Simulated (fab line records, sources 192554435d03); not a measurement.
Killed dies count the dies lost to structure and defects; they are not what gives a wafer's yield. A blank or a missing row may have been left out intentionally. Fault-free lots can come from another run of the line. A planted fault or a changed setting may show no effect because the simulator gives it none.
Matching of chambers + flow n5-finfet + N5_BEOL_M11_STRIP_36 on rie-diel-05: 4 sister chambers
The step strips in N2/H2. 14 wafers are shown with their chamber, then 7 later ones without.

== WAFERS PAIRED WITH THEIR CHAMBERS ==
| wafer  | chamber | drypump-motor-current-A (A) | showerhead-plenum-p-Torr (Torr) | throttle-valve-pct (%) |
|--------|---------|-----------------------------|---------------------------------|------------------------|
| L077.1 | 1       | 6.2                         | 2.58                            | 24.3                   |
| L077.2 | 2       | 5.7                         | 2.42                            | 23.8                   |
| L077.4 | 3       | 5.4                         | 2.41                            | 23.4                   |
| L078.1 | 1       | 6.2                         | 2.57                            | 24.3                   |
| L078.2 | 0       | 4.9                         | 2.62                            | 24.5                   |
| L078.4 | 2       | 5.7                         | 2.42                            | 23.9                   |
| L084.1 | 3       | 5.4                         | 2.40                            | 23.5                   |
| L084.3 | 0       | 5.0                         | 2.61                            | 24.6                   |
| L084.5 | 2       | 5.6                         | 2.41                            | 23.9                   |
| L089.1 | 1       | 6.2                         | 2.56                            | 24.4                   |
| L089.4 | 2       | 5.7                         | 2.41                            | 23.8                   |
| L089.6 | 1       | 6.2                         | 2.56                            | 24.4                   |
| L091.1 | 2       | 5.7                         | 2.40                            | 23.9                   |
| L091.2 | 1       | 6.2                         | 2.56                            | 24.3                   |

SIGNATURES, as means of the wafers listed above
| reading                  | chamber 0 | chamber 1 | chamber 2 | chamber 3 | scatter within a chamber |
|--------------------------|-----------|-----------|-----------|-----------|--------------------------|
| drypump-motor-current-A  | 4.950     | 6.200     | 5.680     | 5.400     | 0.0361                   |
| showerhead-plenum-p-Torr | 2.6150    | 2.5660    | 2.4120    | 2.4050    | 0.00837                  |
| throttle-valve-pct       | 24.550    | 24.340    | 23.860    | 23.450    | 0.0583                   |
Rule: a wafer's distance from a chamber is the root of the sum, over the readings, of the square of ((its reading less the chamber's mean) divided by the reading's scatter). The wafer belongs to the nearest chamber; if the next one is less than 2 further off, it can't be placed. The scatter is the square root of a quotient: the sum, over the shown wafers, of each reading's squared deviation from its chamber's mean, divided by wafers minus chambers.

== WAFERS WITHOUT THEIR CHAMBER ==
| wafer  | drypump-motor-current-A (A) | showerhead-plenum-p-Torr (Torr) | throttle-valve-pct (%) |
|--------|-----------------------------|---------------------------------|------------------------|
| L091.4 | 5.0                         | 2.61                            | 24.5                   |
| L094.4 | 5.7                         | 2.40                            | 23.9                   |
| L094.5 | 5.7                         | 2.40                            | 23.9                   |
| L094.6 | 5.4                         | 2.39                            | 23.4                   |
| L095.1 | 5.3                         | 2.39                            | 23.4                   |
| L095.3 | 5.7                         | 2.40                            | 23.8                   |
| L095.6 | 5.7                         | 2.40                            | 23.9                   |

== CHAMBER TAKEN BY EACH ==
| wafer  | from the rows above | in truth |
|--------|---------------------|----------|
| L091.4 | 0                   | 0        |
| L094.4 | 2                   | 2        |
| L094.5 | 2                   | 2        |
| L094.6 | 3                   | 3        |
| L095.1 | 3                   | 3        |
| L095.3 | 2                   | 2        |
| L095.6 | 2                   | 2        |
7 of 7 placed correctly. Left unplaced by these rows: 0. Wrongly placed: 0.
